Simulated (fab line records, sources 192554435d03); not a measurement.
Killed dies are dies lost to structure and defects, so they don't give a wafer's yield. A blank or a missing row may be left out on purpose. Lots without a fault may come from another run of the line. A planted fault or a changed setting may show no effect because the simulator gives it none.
Chamber matching | flow n5_finfet | N5_BEOL_M0_SAQP_ETCH_83 on rie_diel-06: 4 sister chambers
The step etches SiARC in CF4, target depth 39 nm, time 65 s. 8 wafers are shown with their chamber, then 12 later ones without.

WAFERS WITH THEIR CHAMBER
wafer  | chamber | showerhead_plenum_p_Torr (Torr) | drypump_motor_current_A (A)
L088.5 | 2       | 2.14                            | 5.5
L088.6 | 3       | 2.19                            | 6.0
L090.3 | 1       | 2.23                            | 5.6
L090.4 | 0       | 2.14                            | 5.8
L090.6 | 3       | 2.18                            | 6.1
L091.3 | 2       | 2.13                            | 5.5
L091.4 | 0       | 2.14                            | 5.8
L091.5 | 1       | 2.23                            | 5.5

WAFERS WITHOUT THEIR CHAMBER
wafer  | showerhead_plenum_p_Torr (Torr) | drypump_motor_current_A (A)
L092.1 | 2.13                            | 5.6
L092.2 | 2.23                            | 5.5
L092.3 | 2.18                            | 6.1
L092.4 | 2.18                            | 6.1
L092.5 | 2.23                            | 5.6
L092.6 | 2.13                            | 5.5
L095.1 | 2.18                            | 6.1
L095.2 | 2.23                            | 5.5
L095.6 | 2.18                            | 6.1
L096.1 | 2.23                            | 5.6
L096.2 | 2.18                            | 6.1
L096.5 | 2.18                            | 6.1

WHICH CHAMBER EACH WENT THROUGH
wafer  | from the rows above | in truth
L092.1 | 2                   | 2
L092.2 | 1                   | 1
L092.3 | 3                   | 3
L092.4 | 3                   | 3
L092.5 | 1                   | 1
L092.6 | 2                   | 2
L095.1 | 3                   | 3
L095.2 | 1                   | 1
L095.6 | 3                   | 3
L096.1 | 1                   | 1
L096.2 | 3                   | 3
L096.5 | 3                   | 3
Placed correctly: 12 of 12. Can't be placed from these rows: 0. Placed wrongly: 0.
How it was worked out, from the rows above alone: a wafer's distance from a chamber is the root of the sum, over the readings, of the square of ((its reading less the chamber's mean) divided by the reading's scatter). The wafer belongs to the nearest chamber; if the next one is less than 2 further off, it can't be placed. A chamber's mean is the mean of its shown wafers. The scatter: the root of (the sum of the squares of (reading less its chamber's mean) over the shown wafers, divided by (wafers less chambers)).
